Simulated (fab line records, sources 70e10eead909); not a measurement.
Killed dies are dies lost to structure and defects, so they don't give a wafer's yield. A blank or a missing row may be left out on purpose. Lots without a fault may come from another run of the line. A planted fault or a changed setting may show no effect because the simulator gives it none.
fab line records | flow nand_harc
record lots=13 wafers=39 last_day=34
route steps=1302 shown A_SLIT@940 A_SIN_REMOVE@951 A_WL_FILL@953 END@1302
lots that met no fault: from a run of the same line without faults
start_h: hours from the record's first day to the start of the lot's first wafer shown | wait_h: hours since the lot's step before | " the same as in the row above | L1.1+2: a row that stands for several wafers | - no value, or no start given | * or withheld: withheld | < > ~ a bound
route shown NAME@n: a module of which the file shows steps, and the number in the route of the first | usual: mean/standard deviation of fault-free wafers | same: alike in all rows | chamber/n: place in a boat | sites: the reading at each site | _std_site: their standard deviation | _edge_site: outer sites' mean less inner sites' | radius_mm: how far each site lies from the wafer's centre | mask NAME#n: copy n | behind: the tool/chamber that last shaped the wafer | hold: why the lot was held/for how many hours/how that ended | device: the transistor (n, p or np) that didn't switch | end of line: the same wafers' tests at the end of the route | a step without rows: its recipe alone | killed: dies lost to structure and defects at the first sort, not the wafer's yield | map: a wafer's dies, x killed, . not, _ none there
set.NAME: the setting as run; set.NAME@STEP: as run at that earlier step | model.NAME: the simulator's own value behind a step, which no gauge read
steps of the route over a sample of lots; a table a step, a row a wafer
services: from which hour (start_h, from the record's first day; less than 0 if before it) a tool's chamber was out of use, for how many hours, and why
## steps
# step NHARC_A_SLIT_ETCH_26
# recipe bias_v=400 source_w=2000 pressure_mtorr=25 time_s=90 ar_flow_sccm=375 c4f8_flow_sccm=41.7 o2_flow_sccm=83.3 target_depth_a=4000 chemistry=C4F8/O2/Ar
# usual drypump_motor_current_A=5.6/0.52 showerhead_plenum_p_Torr=3.75/0.23 throttle_valve_pct=27.621/0.0082
# columns lot.wafer tool chamber start_h wait_h drypump_motor_current_A rf_hours_counter_h showerhead_plenum_p_Torr throttle_valve_pct
L137.2 har_etch-02 1 469.61 2.5 5.6 45 3.95 27.637
L137.3 " 0 " " 5.8 - 3.95 27.608
L137.5 " 1 " " 5.5 - 3.95 27.618
L138.1 har_etch-01 0 473.86 3.0 6.3 258 3.53 27.626
L138.2 " 1 " " 5.0 258 3.45 27.630
L138.5 " 0 " " 6.3 - 3.53 27.618
L136.3 har_etch-02 0 474.03 1.9 5.8 - 3.95 27.623
L136.4 " 1 " " 5.6 - 3.95 27.629
L136.5 " 0 " " 5.7 - 3.95 27.619
L139.2 har_etch-01 0 481.84 3.0 6.3 266 3.52 27.615
L139.4 " 0 " " 6.3 - 3.52 27.622
L139.6 " 1 " " 4.9 - 3.45 27.611
L140.2 har_etch-02 1 481.92 3.0 5.6 57 3.95 27.624
L140.1 " 0 " " 5.7 57 3.95 27.621
L140.4 " 0 " " 5.8 - 3.95 27.615
L141.2 har_etch-01 1 503.01 2.4 4.9 277 3.44 27.613
L141.6 " 0 " " 6.3 - 3.52 27.608
L141.5 " 1 " " 5.0 - 3.44 27.629
L146.1 har_etch-02 1 541.79 2.4 5.5 87 3.93 27.611
L146.3 " 0 " " 5.8 - 3.93 27.613
L146.5 " 1 " " 5.6 - 3.93 27.625
L145.1 har_etch-01 1 547.62 3.0 4.9 304 3.43 27.615
L145.3 " 1 " " 4.9 - 3.43 27.618
L145.4 " 0 " " 6.4 - 3.50 27.631
L153.2 har_etch-01 0 613.93 3.1 6.3 343 3.48 27.619
L153.1 " 1 " " 4.9 327 3.98 27.633
L153.3 " 0 " " 6.3 - 3.48 27.600
L154.3 har_etch-01 0 621.67 1.9 6.4 - 3.48 27.615
L154.4 " 1 " " 4.9 - 3.97 27.615
L154.6 " 1 " " 4.9 - 3.97 27.606
L156.1 har_etch-02 1 635.07 2.5 5.6 144 3.90 27.616
L156.3 " 0 " " 5.7 - 3.90 27.613
L156.4 " 1 " " 5.6 - 3.90 27.622
L159.2 har_etch-01 0 673.58 3.0 6.3 377 3.46 27.620
L159.1 " 1 " " 5.0 361 3.96 27.623
L159.5 " 1 " " 4.9 - 3.96 27.620
L157.4 har_etch-01 0 691.13 1.9 6.4 - 3.46 27.633
L157.3 " 1 " " 5.0 - 3.95 27.618
L157.6 " 1 " " 4.9 - 3.95 27.641
# step NHARC_A_SIN_REMOVE_INSPECT_04
# usual raw_defect_count=397/84
# columns lot.wafer tool chamber start_h wait_h raw_defect_count
L137.2 defect_inspect-02 - 477.64 0.0 276
L137.3 " - " " 262
L137.5 " - " " 345
L138.1 defect_inspect-02 - 482.07 0.0 460
L138.2 " - " " 456
L138.5 " - " " 431
L136.3 defect_inspect-01 - 482.07 0.0 452
L136.4 " - " " 470
L136.5 " - " " 555
L140.1 defect_inspect-02 - 489.87 0.0 336
L140.2 " - " " 595
L140.4 " - " " 451
L139.2 defect_inspect-01 - 489.88 0.0 370
L139.4 " - " " 389
L139.6 " - " " 429
L141.2 defect_inspect-01 - 511.55 0.0 367
L141.5 " - " " 387
L141.6 " - " " 325
L146.1 defect_inspect-02 - 549.86 0.0 317
L146.3 " - " " 279
L146.5 " - " " 211
L145.1 defect_inspect-02 - 555.68 0.0 352
L145.3 " - " " 399
L145.4 " - " " 407
L153.1 defect_inspect-02 - 622.00 0.0 517
L153.2 " - " " 471
L153.3 " - " " 414
L154.3 defect_inspect-02 - 629.63 0.0 469
L154.4 " - " " 371
L154.6 " - " " 488
L156.1 defect_inspect-02 - 643.14 0.0 334
L156.3 " - " " 325
L156.4 " - " " 396
L159.1 defect_inspect-01 - 681.61 0.0 362
L159.2 " - " " 381
L159.5 " - " " 367
L157.3 defect_inspect-02 - 699.14 0.0 352
L157.4 " - " " 352
L157.6 " - " " 343
# step NHARC_A_WL_FILL_RTA_01
# recipe temp_c=1000 time_s=5
# usual lamp_power_pct=35.44/0.042 lamp_zone_5_pct=35.44/0.041 wafer_temp_C_max=1004.5/0.85
# columns lot.wafer tool chamber start_h wait_h lamp_power_pct lamp_zone_5_pct wafer_temp_C_max
L137.2 rtp_anneal-02 0 478.39 - 35.47 35.44 1006.2
L137.3 " 0 " " 35.48 35.47 1004.5
L137.5 " 0 " " 35.48 35.47 1005.5
L138.1 rtp_anneal-01 0 482.39 - 35.42 35.50 1003.3
L138.2 " 0 " " 35.44 35.38 1005.7
L138.5 " 0 " " 35.48 35.52 1004.5
L136.3 rtp_anneal-01 0 482.62 - 35.39 35.45 1004.8
L136.4 " 0 " " 35.48 35.49 1003.3
L136.5 " 0 " " 35.47 35.52 1003.9
L140.1 rtp_anneal-01 0 490.21 - 35.34 35.43 1004.8
L140.2 " 0 " " 35.41 35.45 1003.4
L140.4 " 0 " " 35.42 35.45 1003.2
L139.2 rtp_anneal-02 0 490.37 - 35.40 35.41 1002.8
L139.4 " 0 " " 35.46 35.43 1004.2
L139.6 " 0 " " 35.43 35.40 1006.9
L141.2 rtp_anneal-01 0 511.93 - 35.44 35.50 1003.9
L141.5 " 0 " " 35.44 35.42 1003.5
L141.6 " 0 " " 35.45 35.46 1006.4
L146.1 rtp_anneal-01 0 550.19 - 35.37 35.44 1003.6
L146.3 " 0 " " 35.33 35.39 1004.2
L146.5 " 0 " " 35.40 35.39 1005.0
L145.1 rtp_anneal-01 0 556.03 - 35.39 35.48 1005.0
L145.3 " 0 " " 35.46 35.39 1003.1
L145.4 " 0 " " 35.41 35.39 1004.3
L153.1 rtp_anneal-01 0 622.44 - 35.44 35.46 1003.2
L153.2 " 0 " " 35.45 35.47 1005.0
L153.3 " 0 " " 35.48 35.42 1004.6
L154.3 rtp_anneal-01 0 630.81 - 35.41 35.42 1004.5
L154.4 " 0 " " 35.52 35.41 1004.0
L154.6 " 0 " " 35.44 35.46 1004.7
L156.1 rtp_anneal-01 0 643.46 - 35.44 35.41 1005.1
L156.3 " 0 " " 35.48 35.37 1004.5
L156.4 " 0 " " 35.43 35.49 1003.1
L159.1 rtp_anneal-02 0 681.94 - 35.45 35.44 1005.6
L159.2 " 0 " " 35.45 35.38 1004.3
L159.5 " 0 " " 35.38 35.42 1005.2
L157.3 rtp_anneal-02 0 699.53 - 35.50 35.49 1005.6
L157.4 " 0 " " 35.49 35.50 1003.9
L157.6 " 0 " " 35.46 35.49 1004.0
# step NHARC_A_WL_FILL_ALD_02
# recipe target_thk_a=20 pulse_time_s=3 ald_cycles=100 temp_c=450 material=TiN
# usual ald_cycles=100/0 heater_power_w=1107/110 precursor_pulse_height_rel=0.999/0.02
# columns lot.wafer tool chamber start_h wait_h ald_cycles heater_power_w precursor_pulse_height_rel
L137.3 ald_metal-03 1 478.57 0.1 100 902 0.985
L137.2 " 3 " " 100 1178 1.008
L137.5 " 2 " " 100 1112 1.028
L138.2 ald_metal-02 3 482.61 0.2 100 1019 1.037
L138.1 " 0 " " 100 1029 1.009
L138.5 " 3 " " 100 1005 0.987
L136.3 ald_metal-03 0 482.78 0.1 100 1169 1.012
L136.4 " 2 " " 100 1108 0.960
L136.5 " 1 " " 100 912 0.985
L140.4 ald_metal-04 1 490.42 0.1 100 945 1.009
L140.2 " 2 " " 100 1078 0.998
L140.1 " 3 " " 100 1238 0.996
L139.4 ald_metal-02 3 490.56 0.1 100 1016 0.984
L139.2 " 2 " " 100 1193 0.976
L139.6 " 3 " " 100 1013 1.002
L141.2 ald_metal-03 3 512.23 0.3 100 1174 1.010
L141.6 " 0 " " 100 1199 1.003
L141.5 " 1 " " 100 905 1.024
L146.1 ald_metal-02 1 550.41 0.2 100 1206 1.003
L146.3 " 0 " " 100 999 0.981
L146.5 " 2 " " 100 1213 0.975
L145.1 ald_metal-04 3 556.24 0.2 125 1253 0.997
L145.3 " 0 " " 100 1208 1.019
L145.4 " 2 " " 100 1079 1.023
L153.1 ald_metal-04 2 622.65 0.2 100 1124 1.004
L153.3 " 0 " " 100 1174 1.031
L153.2 " 1 " " 100 996 0.985
L154.3 ald_metal-04 1 631.05 0.2 100 974 0.984
L154.4 " 2 " " 100 1099 1.005
L154.6 " 0 " " 100 1199 0.978
L156.1 ald_metal-02 1 643.72 0.2 100 1131 1.018
L156.4 " 2 " " 100 1232 0.993
L156.3 " 3 " " 100 1053 1.018
L159.2 ald_metal-04 0 682.22 0.2 100 1213 1.016
L159.1 " 1 " " 100 954 1.019
L159.5 " 2 " " 100 1063 0.985
L157.3 ald_metal-02 1 699.73 0.2 100 1138 1.021
L157.4 " 3 " " 100 1053 1.003
L157.6 " 1 " " 100 1133 0.995
# step NHARC_END_SORT_01
# recipe temp_c=25
# usual killed_at_array=41/10 killed_at_other=0.8/0.91 killed_at_periphery=4.2/2.9 killed_dies=46/10 killed_open=3.5/2.1 killed_short=2.5/1.6
# same gross_dies=677
# columns lot.wafer tool chamber start_h wait_h killed_at_array killed_at_other killed_at_periphery killed_dies killed_open killed_short
L139.2 prober-02 0 578.68 2.8 52 1 3 56 4 6
L139.4 prober-02 0 580.25 3.4 52 1 0 53 4 3
L139.6 prober-02 0 581.83 3.9 58 1 2 61 6 3
L137.2 prober-01 0 578.68 2.8 43 0 3 46 3 1
L137.3 prober-01 0 579.49 3.1 42 1 1 44 2 2
L137.5 prober-01 0 581.11 3.7 42 2 4 48 0 4
L138.1 prober-02 0 585.64 2.5 48 1 5 54 8 0
L138.2 prober-02 0 586.43 2.8 37 0 3 40 4 2
L138.5 prober-02 0 588.79 3.7 47 1 4 52 5 2
L136.3 prober-01 0 587.34 3.1 51 2 4 57 3 2
L136.4 prober-01 0 588.15 3.4 35 1 4 40 4 6
L136.5 prober-01 0 588.96 3.7 39 0 5 44 3 2
L140.1 prober-02 0 593.36 2.5 32 0 9 41 4 2
L140.2 prober-02 0 594.16 2.8 34 1 9 44 3 1
L140.4 prober-02 0 595.76 3.4 34 0 8 42 2 4
L141.2 prober-02 0 604.47 2.8 44 0 0 44 0 1
L141.5 prober-02 0 606.86 3.7 40 0 5 45 6 3
L141.6 prober-02 0 607.66 4.0 53 4 2 59 3 5
L146.1 prober-02 0 648.99 2.5 22 2 7 31 3 4
L146.3 prober-02 0 650.60 3.1 24 1 9 34 3 5
L146.5 prober-02 0 652.21 3.7 20 0 12 32 4 2
L145.1 prober-02 0 656.84 2.5 58 0 6 64 2 3
L145.3 prober-02 0 658.43 3.1 53 2 8 63 9 0
L145.4 prober-02 0 659.23 3.4 58 0 6 64 3 4
L153.1 prober-01 0 720.53 2.6 34 2 8 44 3 2
L153.2 prober-01 0 721.32 2.8 37 1 7 45 3 1
L153.3 prober-01 0 722.12 3.1 31 2 6 39 1 2
L154.3 prober-01 0 729.96 3.1 52 1 8 61 5 3
L154.4 prober-01 0 730.76 3.4 55 1 6 62 1 5
L154.6 prober-01 0 732.36 4.0 47 0 2 49 4 1
L156.1 prober-02 0 739.54 2.5 44 0 1 45 2 2
L156.3 prober-02 0 741.14 3.1 38 1 6 45 6 3
L156.4 prober-02 0 741.94 3.4 31 0 7 38 1 5
L159.1 prober-02 0 792.30 2.5 41 0 2 43 2 0
L159.2 prober-02 0 793.09 2.8 41 0 4 45 2 2
L159.5 prober-02 0 795.45 3.6 33 1 5 39 8 1
L157.3 prober-01 0 804.68 3.1 37 1 7 45 2 1
L157.4 prober-01 0 805.47 3.4 38 2 9 49 2 3
L157.6 prober-01 0 807.06 4.0 40 1 10 51 2 2
# killed by level:class
L139.2 A_CHANNEL_HOLE_D1:chamber_film_flake=17 A_SLIT:chamber_film_flake=11 A_STAIRCASE:chamber_film_flake=4 A_CONTACT:chamber_film_flake=3 P_M0:geometric_particle:open=2 A_CHANNEL_FILL_D1:geometric_particle:short=2 A_DECK1_JOINT:chamber_film_flake=2 A_CHANNEL_HOLE_D2:chamber_film_flake=2
L137.2 A_CHANNEL_HOLE_D2:chamber_film_flake=20 A_CONTACT:chamber_film_flake=6 A_M1:geometric_particle:open=3 A_CHANNEL_HOLE_D1:chamber_film_flake=3 A_DECK1_JOINT:chamber_film_flake=3 A_ZERO_WELL:chamber_film_flake=2 A_STAIRCASE:chamber_film_flake=2 A_BONDPAD:chamber_film_flake=2
L137.3 A_CHANNEL_HOLE_D2:chamber_film_flake=22 A_ZERO_WELL:chamber_film_flake=3 A_CHANNEL_HOLE_D1:chamber_film_flake=3 A_CHANNEL_FILL_D2:chamber_film_flake=3 A_BONDPAD:chamber_film_flake=3 A_M1:chamber_film_flake=2 A_ONON_D2:geometric_particle:open=1 A_CHANNEL_FILL_D2:geometric_particle:short=1
L139.4 A_CHANNEL_HOLE_D1:chamber_film_flake=17 A_SLIT:chamber_film_flake=12 A_CHANNEL_HOLE_D2:chamber_film_flake=4 A_STAIRCASE:chamber_film_flake=4 A_CONTACT:unspecified=3 A_DECK1_JOINT:geometric_particle:short=2 A_ZERO_WELL:chamber_film_flake=2 A_CHANNEL_FILL_D1:geometric_particle:open=1
L137.5 A_CHANNEL_HOLE_D2:chamber_film_flake=22 A_CONTACT:chamber_film_flake=7 A_ZERO_WELL:chamber_film_flake=4 A_STAIRCASE:chamber_film_flake=3 P_ZERO_WELL:chamber_film_flake=2 A_SOURCE_PLATE:geometric_particle:short=1 A_CHANNEL_FILL_D1:geometric_particle:short=1 A_WL_FILL:geometric_particle:short=1
L139.6 A_CHANNEL_HOLE_D1:chamber_film_flake=19 A_SLIT:chamber_film_flake=13 A_CHANNEL_HOLE_D2:chamber_film_flake=8 A_STAIRCASE:chamber_film_flake=5 A_CONTACT:unspecified=4 A_CONTACT:chamber_film_flake=2 P_M0:geometric_particle:open=1 P_M0:geometric_particle:short=1
L138.1 A_CHANNEL_HOLE_D1:chamber_film_flake=23 A_SLIT:chamber_film_flake=11 A_CONTACT:chamber_film_flake=5 P_CONTACT:geometric_particle:open=4 A_STAIRCASE:chamber_film_flake=3 A_CHANNEL_HOLE_D2:chamber_film_flake=2 A_ONON_D1:geometric_particle:open=1 A_ONON_D2:geometric_particle:open=1
L138.2 A_CHANNEL_HOLE_D1:chamber_film_flake=16 A_SLIT:chamber_film_flake=8 A_CHANNEL_HOLE_D2:chamber_film_flake=3 A_STAIRCASE:chamber_film_flake=3 A_ZERO_WELL:chamber_film_flake=2 P_STI:geometric_particle:open=1 P_GATE:geometric_particle:open=1 P_M0:geometric_particle:open=1
L136.3 A_CHANNEL_HOLE_D2:chamber_film_flake=18 A_CHANNEL_HOLE_D1:chamber_film_flake=13 A_STAIRCASE:chamber_film_flake=8 A_CONTACT:chamber_film_flake=5 A_BLC:geometric_particle:open=2 P_GATE:chamber_film_flake=2 THIN_TSV:chamber_film_flake=2 A_CHANNEL_HOLE_D1:geometric_particle:short=1
L136.4 A_CHANNEL_HOLE_D2:chamber_film_flake=11 A_CHANNEL_HOLE_D1:chamber_film_flake=6 A_STAIRCASE:chamber_film_flake=5 A_CONTACT:chamber_film_flake=3 A_ONON_D1:geometric_particle:open=2 A_ONON_D1:geometric_particle:short=2 A_WL_FILL:chamber_film_flake=2 P_GATE:geometric_particle:open=1
L138.5 A_CHANNEL_HOLE_D1:chamber_film_flake=23 A_SLIT:chamber_film_flake=11 A_CHANNEL_HOLE_D2:chamber_film_flake=3 A_STAIRCASE:chamber_film_flake=3 P_M0:geometric_particle:open=2 A_M1:chamber_film_flake=2 P_M2:geometric_particle:short=1 A_ONON_D1:geometric_particle:open=1
L136.5 A_CHANNEL_HOLE_D1:chamber_film_flake=16 A_CHANNEL_HOLE_D2:chamber_film_flake=9 A_STAIRCASE:chamber_film_flake=6 A_CONTACT:chamber_film_flake=4 A_WL_FILL:geometric_particle:open=2 P_CONTACT:geometric_particle:open=1 P_M0:geometric_particle:short=1 A_CHANNEL_FILL_D2:geometric_particle:short=1
L140.1 A_CHANNEL_HOLE_D2:chamber_film_flake=19 P_ZERO_WELL:chamber_film_flake=4 P_BONDPAD:chamber_film_flake=3 A_STAIRCASE:chamber_film_flake=3 A_DECK1_JOINT:chamber_film_flake=2 A_CONTACT:chamber_film_flake=2 P_GATE:geometric_particle:open=1 P_M0:geometric_particle:open=1
L140.2 A_CHANNEL_HOLE_D2:chamber_film_flake=12 A_STAIRCASE:chamber_film_flake=7 A_CONTACT:chamber_film_flake=4 P_ZERO_WELL:chamber_film_flake=3 P_BONDPAD:chamber_film_flake=3 A_CHANNEL_HOLE_D1:chamber_film_flake=3 P_M0:geometric_particle:open=2 A_DECK1_JOINT:chamber_film_flake=2
L140.4 A_CHANNEL_HOLE_D2:chamber_film_flake=18 P_BONDPAD:chamber_film_flake=6 A_DECK1_JOINT:chamber_film_flake=3 A_STAIRCASE:chamber_film_flake=3 A_ONON_D2:geometric_particle:short=2 A_CONTACT:chamber_film_flake=2 P_ZERO_WELL:chamber_film_flake=2 A_ONON_D2:geometric_particle:open=1
L141.2 A_CHANNEL_HOLE_D2:chamber_film_flake=15 A_CHANNEL_HOLE_D1:chamber_film_flake=11 A_SLIT:chamber_film_flake=10 A_CONTACT:chamber_film_flake=4 A_ONON_D2:geometric_particle:short=1 A_DECK1_JOINT:chamber_film_flake=1 A_STAIRCASE:chamber_film_flake=1 A_SGD_CUT:chamber_film_flake=1
L141.5 A_CHANNEL_HOLE_D1:chamber_film_flake=11 A_CHANNEL_HOLE_D2:chamber_film_flake=10 A_SLIT:chamber_film_flake=9 P_GATE:chamber_film_flake=2 A_CONTACT:chamber_film_flake=2 P_CONTACT:geometric_particle:open=1 P_M0:geometric_particle:short=1 A_ONON_D1:geometric_particle:open=1
L141.6 A_CHANNEL_HOLE_D2:chamber_film_flake=14 A_SLIT:chamber_film_flake=14 A_CHANNEL_HOLE_D1:chamber_film_flake=12 THIN_TSV:chamber_film_flake=4 A_CONTACT:chamber_film_flake=3 A_M0:geometric_particle:short=2 A_CHANNEL_FILL_D1:chamber_film_flake=2 P_GATE:geometric_particle:open=1
L146.1 A_CHANNEL_HOLE_D2:chamber_film_flake=7 P_M0:chamber_film_flake=4 A_CHANNEL_HOLE_D1:chamber_film_flake=4 A_CHANNEL_FILL_D1:geometric_particle:short=2 A_SLIT:chamber_film_flake=2 P_M1:geometric_particle:short=1 A_CHANNEL_FILL_D1:geometric_particle:open=1 A_CHANNEL_HOLE_D2:geometric_particle:open=1
L146.3 A_CHANNEL_HOLE_D2:chamber_film_flake=8 A_CONTACT:chamber_film_flake=4 P_BONDPAD:chamber_film_flake=3 A_CHANNEL_HOLE_D1:chamber_film_flake=3 A_M0:geometric_particle:short=2 P_GATE:chamber_film_flake=2 P_M0:chamber_film_flake=2 P_M0:geometric_particle:open=1
L146.5 A_CHANNEL_HOLE_D2:chamber_film_flake=12 P_M0:chamber_film_flake=5 P_BONDPAD:chamber_film_flake=4 P_STI:geometric_particle:open=1 P_CONTACT:geometric_particle:open=1 A_SOURCE_PLATE:geometric_particle:short=1 A_ONON_D1:geometric_particle:short=1 A_DECK1_JOINT:geometric_particle:open=1
L145.1 A_SLIT:chamber_film_flake=19 A_CHANNEL_HOLE_D1:chamber_film_flake=15 A_CHANNEL_HOLE_D2:chamber_film_flake=8 A_CONTACT:chamber_film_flake=6 P_STI:chamber_film_flake=3 A_DECK1_JOINT:chamber_film_flake=2 A_WL_FILL:chamber_film_flake=2 A_BLC:chamber_film_flake=2
L145.3 A_SLIT:chamber_film_flake=16 A_CHANNEL_HOLE_D1:chamber_film_flake=13 A_CONTACT:chamber_film_flake=7 A_CHANNEL_HOLE_D2:chamber_film_flake=6 P_STI:chamber_film_flake=3 P_M0:geometric_particle:open=2 A_ONON_D2:geometric_particle:open=2 A_CHANNEL_FILL_D1:chamber_film_flake=2
L145.4 A_CHANNEL_HOLE_D1:chamber_film_flake=22 A_SLIT:chamber_film_flake=15 A_CHANNEL_HOLE_D2:chamber_film_flake=11 P_STI:chamber_film_flake=3 P_ZERO_WELL:chamber_film_flake=2 A_CONTACT:chamber_film_flake=2 P_CONTACT:geometric_particle:open=1 A_ONON_D1:geometric_particle:short=1
L153.1 A_SLIT:chamber_film_flake=14 P_M1:chamber_film_flake=5 A_CHANNEL_HOLE_D1:chamber_film_flake=3 A_STAIRCASE:chamber_film_flake=3 A_BONDPAD:chamber_film_flake=3 A_CHANNEL_HOLE_D1:geometric_particle:short=2 A_WL_FILL:geometric_particle:open=2 A_CHANNEL_HOLE_D2:chamber_film_flake=2
L153.2 A_SLIT:chamber_film_flake=11 A_CHANNEL_HOLE_D1:chamber_film_flake=7 A_CONTACT:chamber_film_flake=7 A_STAIRCASE:chamber_film_flake=5 P_M1:chamber_film_flake=4 A_CONTACT:geometric_particle:open=2 P_GATE:chamber_film_flake=2 A_M0:chamber_film_flake=2
L153.3 A_SLIT:chamber_film_flake=9 A_STAIRCASE:chamber_film_flake=6 A_CHANNEL_HOLE_D1:chamber_film_flake=5 A_CONTACT:chamber_film_flake=3 P_GATE:chamber_film_flake=3 A_CHANNEL_HOLE_D2:chamber_film_flake=2 A_M0:chamber_film_flake=2 THIN_TSV:chamber_film_flake=2
L154.3 A_CHANNEL_HOLE_D1:chamber_film_flake=19 A_SLIT:chamber_film_flake=12 A_STAIRCASE:chamber_film_flake=7 A_CHANNEL_HOLE_D2:chamber_film_flake=5 A_CONTACT:chamber_film_flake=4 P_ZERO_WELL:chamber_film_flake=3 P_GATE:geometric_particle:open=2 P_M0:geometric_particle:open=2
L154.4 A_CHANNEL_HOLE_D1:chamber_film_flake=19 A_SLIT:chamber_film_flake=14 A_CHANNEL_HOLE_D2:chamber_film_flake=8 A_CONTACT:chamber_film_flake=5 A_STAIRCASE:chamber_film_flake=4 P_ZERO_WELL:chamber_film_flake=2 P_CONTACT:geometric_particle:short=1 P_BONDPAD:geometric_particle:short=1
L154.6 A_CHANNEL_HOLE_D1:chamber_film_flake=23 A_SLIT:chamber_film_flake=15 A_CHANNEL_HOLE_D2:chamber_film_flake=2 P_CONTACT:geometric_particle:open=1 A_DECK1_JOINT:geometric_particle:open=1 A_ONON_D2:geometric_particle:open=1 A_WL_FILL:geometric_particle:open=1 A_WL_FILL:geometric_particle:short=1
L156.1 A_CHANNEL_HOLE_D2:chamber_film_flake=19 A_CONTACT:chamber_film_flake=10 A_CHANNEL_HOLE_D1:chamber_film_flake=6 A_SLIT:chamber_film_flake=2 A_SOURCE_PLATE:geometric_particle:open=1 A_DECK1_JOINT:geometric_particle:short=1 A_CHANNEL_FILL_D2:geometric_particle:short=1 A_WL_FILL:geometric_particle:open=1
L156.3 A_CHANNEL_HOLE_D2:chamber_film_flake=11 A_STAIRCASE:chamber_film_flake=7 A_SLIT:chamber_film_flake=7 P_GATE:chamber_film_flake=3 A_CHANNEL_HOLE_D1:chamber_film_flake=3 A_CONTACT:chamber_film_flake=3 P_CONTACT:geometric_particle:open=1 P_M1:geometric_particle:open=1
L156.4 A_CHANNEL_HOLE_D2:chamber_film_flake=8 A_CHANNEL_HOLE_D1:chamber_film_flake=5 A_CONTACT:chamber_film_flake=5 A_SLIT:chamber_film_flake=4 A_ONON_D1:geometric_particle:short=3 P_GATE:chamber_film_flake=3 A_STAIRCASE:chamber_film_flake=3 P_CONTACT:geometric_particle:open=1
L159.1 A_SLIT:chamber_film_flake=15 A_CHANNEL_HOLE_D2:chamber_film_flake=12 A_CONTACT:chamber_film_flake=5 A_STAIRCASE:chamber_film_flake=4 A_WL_FILL:chamber_film_flake=3 P_CONTACT:geometric_particle:open=1 P_M0:geometric_particle:open=1 A_CHANNEL_HOLE_D1:chamber_film_flake=1
L159.2 A_CHANNEL_HOLE_D2:chamber_film_flake=15 A_SLIT:chamber_film_flake=14 A_CONTACT:chamber_film_flake=5 P_CONTACT:chamber_film_flake=2 A_STAIRCASE:chamber_film_flake=2 A_WL_FILL:chamber_film_flake=2 P_CONTACT:geometric_particle:short=1 A_CHANNEL_HOLE_D1:geometric_particle:open=1
L159.5 A_SLIT:chamber_film_flake=11 A_CHANNEL_HOLE_D2:chamber_film_flake=6 A_CONTACT:chamber_film_flake=6 A_STAIRCASE:chamber_film_flake=4 P_GATE:geometric_particle:open=2 A_SGD_CUT:geometric_particle:open=2 P_GATE:chamber_film_flake=1 P_M0:geometric_particle:open=1
L157.3 A_SLIT:chamber_film_flake=15 A_CONTACT:chamber_film_flake=11 A_CHANNEL_HOLE_D1:chamber_film_flake=5 P_CONTACT:chamber_film_flake=4 P_ZERO_WELL:chamber_film_flake=2 A_WL_FILL:chamber_film_flake=2 P_CONTACT:geometric_particle:open=1 A_ONON_D1:geometric_particle:open=1
L157.4 A_SLIT:chamber_film_flake=13 A_CONTACT:chamber_film_flake=10 A_CHANNEL_HOLE_D1:chamber_film_flake=6 P_CONTACT:chamber_film_flake=5 P_ZERO_WELL:chamber_film_flake=3 A_WL_FILL:chamber_film_flake=3 THIN_TSV:chamber_film_flake=2 P_M0:geometric_particle:open=1
L157.6 A_SLIT:chamber_film_flake=14 A_CONTACT:chamber_film_flake=12 P_CONTACT:chamber_film_flake=6 A_STAIRCASE:chamber_film_flake=3 A_CHANNEL_HOLE_D1:chamber_film_flake=2 A_WL_FILL:chamber_film_flake=2 A_M1:chamber_film_flake=2 P_M0:geometric_particle:short=1
## services
# columns tool chamber start_h hours kind
ald_metal-04 - 474.00 10.0 pm
ald_metal-04 0 474.00 10.0 vent_cycle
ald_metal-04 1 474.00 10.0 vent_cycle
ald_metal-04 2 474.00 10.0 vent_cycle
ald_metal-04 3 474.00 10.0 vent_cycle
ald_metal-03 - 481.63 0.6 repair
ald_metal-04 0 484.00 - clean
ald_metal-04 1 484.00 - clean
ald_metal-04 2 484.00 - clean
ald_metal-04 3 484.00 - clean
ald_metal-02 1 507.15 4.6 repair
ald_metal-02 0 517.52 19.9 repair
ald_metal-04 - 549.59 0.9 repair
ald_metal-03 - 568.00 10.0 pm
har_etch-01 1 576.90 - consumable_replace:showerhead
har_etch-01 1 576.90 17.0 scheduled_down
har_etch-01 1 576.90 17.0 vent_cycle
ald_metal-02 - 577.85 0.6 repair
ald_metal-04 1 594.33 12.0 repair
har_etch-02 - 605.51 11.4 repair
ald_metal-02 - 610.00 10.0 pm
ald_metal-02 0 610.00 10.0 vent_cycle
ald_metal-03 1 627.33 10.9 repair
ald_metal-04 - 652.00 10.0 pm
## key
first_sign step=NHARC_A_WL_FILL_ALD_02 reading=ald_cycles direction=up sigmas=99+ usual=100 struck=125
effect none on later readings
met_at NHARC_A_WL_FILL_ALD_02
struck_lots L145
struck_wafers L145.1
tester_left_out L145
not_acting_at NHARC_A_SLIT_ETCH_26,NHARC_A_SIN_REMOVE_INSPECT_04,NHARC_A_WL_FILL_RTA_01
onset_between 490.42 556.24
fault kind=process_parameter_drift tool=ald_metal-04 chamber=3 onset_h=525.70 steps=NHARC_A_WL_FILL_ALD_02 channel=ald_cycles offset=25 shape=step end_h=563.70 acts_in=these_recipes_only stated=100
# tester_left_out: of these lots the tester's yield and bins aren't shown, on N5 and GAA mostly nor the transistor test; their killed dies are dies lost to structure and defects alone, not to doping, threshold or leakage, so they don't give the yield
